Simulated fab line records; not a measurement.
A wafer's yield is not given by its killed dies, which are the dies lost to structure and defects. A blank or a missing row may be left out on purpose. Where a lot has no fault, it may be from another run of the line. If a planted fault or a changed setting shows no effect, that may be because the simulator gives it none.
Chamber matching -- flow nandHarc -- pecvd-02 running NHARC_A_CONTACT_DEP_58: 3 sister chambers
The step deposits SiON, target thk 90 nm. 14 wafers are shown with their chamber, then 7 later ones without.

WAFERS, EACH WITH ITS CHAMBER
wafer,chamber,heaterPowerW (W)
L075.1,1,701
L075.4,0,603
L075.5,2,823
L075.2,0,602
L075.3,2,791
L075.6,1,716
L081.2,1,685
L081.3,0,691
L081.5,0,704
L080.3,2,771
L080.4,2,770
L080.5,1,608
L092.1,0,756
L092.2,2,817

SIGNATURES (means of the wafers above)
reading,chamber 0,chamber 1,chamber 2,scatter within a chamber
heaterPowerW,671.20,677.50,794.40,50
Rule: distance of a wafer from a chamber = root of the sum over the readings of ((wafer's reading minus chamber's mean) / reading's scatter) squared. The wafer belongs to the nearest chamber; if the next one is less than 2 further off, it can't be placed. The scatter: the root of (the sum of the squares of (reading less its chamber's mean) over the shown wafers, divided by (wafers less chambers)).

WAFERS WHOSE CHAMBER IS MISSING
wafer,heaterPowerW (W)
L092.5,766
L097.1,729
L097.2,747
L097.3,704
L097.4,763
L097.5,745
L097.6,699

CHAMBER TAKEN BY EACH
wafer,from the rows above,in truth
L092.5,can't be placed: 2 or 1 or 0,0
L097.1,can't be placed: 1 or 0 or 2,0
L097.2,can't be placed: 2 or 1 or 0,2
L097.3,can't be placed: 1 or 0 or 2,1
L097.4,can't be placed: 2 or 1 or 0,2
L097.5,can't be placed: 2 or 1 or 0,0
L097.6,can't be placed: 1 or 0 or 2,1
Correct placement for 0 of the 7. Unplaceable from these rows: 7, with the true chamber sitting among the candidates in 7. Placed wrongly: 0.
